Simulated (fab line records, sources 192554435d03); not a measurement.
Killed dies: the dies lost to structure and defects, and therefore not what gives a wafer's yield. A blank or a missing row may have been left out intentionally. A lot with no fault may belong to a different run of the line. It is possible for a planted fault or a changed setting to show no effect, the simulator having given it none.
What tool caused it? | flow n5Finfet | 12 lots (36 wafers sampled), 1 step of a 1938-step route

## WHAT THE GAUGES SHOWED, per wafer
N5_PASSIVATION_CD_MEAS_10: target cd 3000 nm. Usual: cdNm reads 3001.2 nm (standard deviation 2.4).
lot  | measured     | on       | cdNm (nm)            | flag
L295 | day 12 20:26 | cdSem-01 | 2996.3 3002.2 2999.8 | 
L298 | day 15 06:40 | cdSem-02 | 3001.6 3001.4 3000.0 | 
L301 | day 16 04:10 | cdSem-02 | 2998.5 3002.1 3000.5 | 
L300 | day 16 05:04 | cdSem-03 | 3002.1 2995.5 2998.0 | 
L302 | day 16 14:21 | cdSem-02 | 3001.7 3000.2 3003.0 | 
L304 | day 17 05:01 | cdSem-01 | 3004.2 3004.8 3002.1 | 
L305 | day 17 15:38 | cdSem-02 | 3003.5 3004.2 3006.4 | 
L297 | day 18 02:43 | cdSem-02 | 2998.0 3000.9 3001.4 | 
L312 | day 19 04:34 | cdSem-02 | 3000.7 3002.8 3002.4 | 
L309 | day 19 09:40 | cdSem-02 | 2993.9 2999.4 2996.8 | 
L316 | day 19 22:43 | cdSem-01 | 3000.1 3001.6 2999.3 | 
L317 | day 19 23:38 | cdSem-03 | 3000.3 3001.1 2998.1 | 

## EACH LOT AND THE TOOL THAT RAN IT (in order: tool; ch and the chambers of the sampled wafers; start)
The record holds no process step before these readings.

## WHAT THE TOOLS THEMSELVES READ (means of the sampled wafers that have a number; where no wafer has one, the mark that the record gives instead)
The record holds no such reading with a usual standard deviation.

## THE ANSWER, worked out from the rows above alone
Rule: a lot counts as off when the mean over its wafers that have a number is more than 3 standard deviations away from the usual mean. Also off: a lot with no number at a reading for which 4 or more lots have one. All remaining lots with rows at the step are treated as sound. Order of review: gauges by route order, followed by the tools' own readings, for which a lot's mean as printed above is used. The first step at which some lot is off is used, and at that step the reading that is off furthest; a lot without a number counts as furthest.
No lot is off at any reading shown: from this, nothing can be told.

## WHAT THE SIMULATOR HAD PUT IN
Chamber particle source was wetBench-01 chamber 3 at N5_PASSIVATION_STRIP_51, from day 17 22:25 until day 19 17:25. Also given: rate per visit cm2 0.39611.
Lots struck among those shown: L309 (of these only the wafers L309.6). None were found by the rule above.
